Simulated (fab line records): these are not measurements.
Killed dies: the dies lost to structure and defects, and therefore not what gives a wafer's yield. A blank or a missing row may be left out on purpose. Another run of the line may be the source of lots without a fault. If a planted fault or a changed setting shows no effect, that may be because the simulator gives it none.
Matching of chambers ; flow nand_harc ; rie_diel-04 running NHARC_P_STI_DESCUM_14: 4 sister chambers
The step chemistry O2, time 3 s. 8 wafers are shown with their chamber, then 9 later ones without.

## WAFERS, EACH WITH ITS CHAMBER
wafer;chamber;drypump_motor_current_A (A);oes_product_au (a.u.)
L872.4;0;5.6;0.971
L880.6;0;5.6;0.974
L881.3;1;5.7;1.003
L885.3;3;6.4;1.025
L885.5;1;5.8;1.024
L887.2;2;6.0;1.009
L887.3;3;6.4;1.004
L887.6;2;6.0;1.009

## WAFERS WHOSE CHAMBER IS MISSING
wafer;drypump_motor_current_A (A);oes_product_au (a.u.)
L890.1;6.4;1.004
L890.3;5.7;1.003
L890.4;5.6;0.983
L891.3;6.4;1.006
L891.5;6.0;1.020
L891.6;6.4;1.008
L892.1;6.4;0.998
L892.3;5.7;1.017
L892.5;5.9;1.031

## WHICH CHAMBER EACH WENT THROUGH
wafer;from the rows above;in truth
L890.1;3;3
L890.3;1;1
L890.4;0;0
L891.3;3;3
L891.5;2;2
L891.6;3;3
L892.1;3;3
L892.3;1;1
L892.5;can't be placed: 2 or 1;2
8 of 9 placed correctly. From these rows, 1 cannot be placed; in 1 the true chamber is one of the candidates. Placed wrongly: 0.
How it was worked out, from the rows above alone: a wafer's distance from a chamber is the root of the sum, over the readings, of the square of ((its reading less the chamber's mean) divided by the reading's scatter). The wafer belongs to the nearest chamber; if the next one is less than 2 further off, it can't be placed. A chamber's mean is the mean of its shown wafers. The scatter: the root of (the sum of the squares of (reading less its chamber's mean) over the shown wafers, divided by (wafers less chambers)).
